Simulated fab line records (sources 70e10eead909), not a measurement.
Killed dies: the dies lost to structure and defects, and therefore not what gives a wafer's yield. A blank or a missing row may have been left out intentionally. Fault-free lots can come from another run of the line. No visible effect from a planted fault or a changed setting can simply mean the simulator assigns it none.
Matching of chambers :: flow nand-harc :: ald-hk-03 running NHARC_A_CHANNEL_FILL_D1_ALD_02: 4 sister chambers
The step deposits SiO2, target thk 6 nm, pulse time 10 s, ald cycles 60. 4 wafers are shown with their chamber, then 9 later ones without.

WAFERS PAIRED WITH THEIR CHAMBERS
wafer: L089.1
chamber: 2
heater-power-w (W): 502

wafer: L090.1
chamber: 3
heater-power-w (W): 417

wafer: L090.5
chamber: 1
heater-power-w (W): 481

wafer: L090.6
chamber: 0
heater-power-w (W): 450

WAFERS WITH NO CHAMBER GIVEN
wafer: L092.1
heater-power-w (W): 509

wafer: L092.3
heater-power-w (W): 447

wafer: L092.6
heater-power-w (W): 508

wafer: L095.1
heater-power-w (W): 421

wafer: L095.2
heater-power-w (W): 502

wafer: L095.5
heater-power-w (W): 520

wafer: L096.1
heater-power-w (W): 425

wafer: L096.2
heater-power-w (W): 512

wafer: L096.3
heater-power-w (W): 523

WHICH CHAMBER EACH WENT THROUGH
wafer: L092.1
from the rows above: can't be placed: 2 or 1
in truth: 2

wafer: L092.3
from the rows above: 0
in truth: 0

wafer: L092.6
from the rows above: can't be placed: 2 or 1
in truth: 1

wafer: L095.1
from the rows above: 3
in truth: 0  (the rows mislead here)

wafer: L095.2
from the rows above: can't be placed: 2 or 1
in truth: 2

wafer: L095.5
from the rows above: can't be placed: 2 or 1
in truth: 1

wafer: L096.1
from the rows above: can't be placed: 3 or 0
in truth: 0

wafer: L096.2
from the rows above: can't be placed: 2 or 1
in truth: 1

wafer: L096.3
from the rows above: can't be placed: 2 or 1
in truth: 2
Correctly placed: 1 of 9. From these rows, 7 cannot be placed; in 7 the true chamber is one of the candidates. Number placed wrongly: 1.
How it was worked out, from the rows above alone: a wafer's distance from a chamber is the root of the sum, over the readings, of the square of ((its reading less the chamber's mean) divided by the reading's scatter). If the next closest chamber is less than 2 further off than the closest, the wafer can't be placed; otherwise it belongs to the closest. A chamber's mean is the mean of its shown wafers. The scatter: root of mean squared gap, hidden wafer to nearest shown wafer, with one shown wafer a chamber.
